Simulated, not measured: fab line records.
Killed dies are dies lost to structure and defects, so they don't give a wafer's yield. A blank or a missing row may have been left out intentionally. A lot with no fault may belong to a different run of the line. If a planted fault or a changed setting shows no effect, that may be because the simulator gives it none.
Struck lot and sound lot, side by side :: flow n5_finfet :: 15 steps out of a route of 1938
Sound: the wafers L647.1, L647.2, L647.4. Struck: wafers L663.3, L663.4 (left out: L663.1, a lot-mate that was not struck); the cause follows at the end.
For every step that has rows: the tool of each side, followed by ch and its chambers, followed by its first start. Under that, the readings that differ: sound wafers :: struck wafers :: difference of the means :: sigmas: that difference in standard deviations of wafers without a fault.
alike: readings whose means differ by less than 2 such deviations, and words and numbers that are the same on both sides. not compared: withheld readings, readings that some wafer has no value for, bounds like >300 that may hide the same value, and numbers for which the record gives no deviation and whose values overlap.
A row with sigmas, a row that says differs or no value, or rows on one side alone: a step with any of these is where the two part. Numbers that don't overlap but have no deviation are shown without sigmas and don't part them. A reading that every wafer of one side lacks parts them only if that side has two wafers or more.

N5_BEOL_M0_TRENCH_ETCH_107: etches SiOC in C4F6/O2, target depth 32.8 nm, time 16.4 s.
  sound on rie_diel-05 ch 0,1,3, day 5 21:55; struck on rie_diel-02 ch 0,3, day 10 01:46
  alike: drypump_motor_current_A, oes_o_777_au, oes_product_au, rf_vpp_V, showerhead_plenum_p_Torr, throttle_valve_pct
  not compared: rf_hours_counter_h
N5_BEOL_M0_STRIP_142: strips in N2/H2, time 10 s.
  sound on rie_diel-05 ch 0,1,3, day 5 21:56; struck on rie_diel-02 ch 0,3, day 10 01:47
  alike: drypump_motor_current_A, oes_product_au, rf_vpp_V, showerhead_plenum_p_Torr, throttle_valve_pct
  not compared: rf_hours_counter_h
N5_BEOL_M0_OCD_MEAS_108:
  struck on ocd-01, day 10 01:52; sound on ocd-01, day 5 22:01
  alike: trench_depth_nm
then, 6 steps without rows for these wafers: N5_BEOL_M0_HM_STRIP_129 (strips TiN in peroxide tin strip, target depth 17 nm, time 108 s); N5_BEOL_M0_SRD_130 (time 30 s); N5_BEOL_M0_ETCH_109 (etches SiCN in CH3F/O2, target depth 8 nm, overetch 2.4 nm, time 27.4 s); N5_BEOL_M0_STRIP_139 (strips in post etch residue remover, time 60 s); N5_BEOL_M0_SRD_111 (time 30 s); N5_BEOL_M0_DEGAS_112 (time 60 s).
N5_BEOL_M0_PRE_CLEAN_113: time 30 s.
  struck on pvd_sputter-01, day 10 02:28; sound on pvd_sputter-03, day 5 22:38
  alike: heater_power_w
N5_BEOL_M0_ALD_136: deposits TaN, pulse time 2 s, purge time 3 s, co reactant purge time 2 s.
  sound on ald_metal-01 ch 1,2,3, day 5 22:41; struck on ald_metal-01 ch 1,2, day 10 02:35
  alike: heater_power_w
then, 1 step without rows for these wafers: N5_BEOL_M0_SURFACE_TREAT_137.
N5_BEOL_M0_CVD_115: deposits Co from CCTBA/H2, time 120 s.
  sound on cvd_co-01 ch 0,1,2, day 5 23:07; struck on cvd_co-02 ch 0,1, day 10 03:07
reading: run_length_s (s)
sound: 142.0 143.8 142.4
struck: 98.9 99.1
difference: -43.7
sigmas: -71
N5_BEOL_M0_SPUTTER_116: material Cu, target thk 4 nm, time 7.37 s.
  struck on pvd_sputter-01, day 10 03:19; sound on pvd_sputter-02, day 5 23:14
  alike: chamber_pressure_pa, throttle_valve_pct
N5_BEOL_M4_RC_MEAS_101:
  sound on prober-02 ch 0, day 7 21:18; struck on prober-02 ch 0, day 11 17:36
  alike: DIBL_N, DIBL_P, IOFF_N, IOFF_P, ION_N, ION_P, SS_N, SS_P, VT_N, VT_P

WHERE THEY PART
Only at N5_BEOL_M0_CVD_115, as far as this record shows. Later steps at which nothing parts them and some readings are alike: N5_BEOL_M0_SPUTTER_116, N5_BEOL_M4_RC_MEAS_101.

WHY: what the simulator had put in
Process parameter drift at N5_BEOL_M0_CVD_115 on cvd_co-02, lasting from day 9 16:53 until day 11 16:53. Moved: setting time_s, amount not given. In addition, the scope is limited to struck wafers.
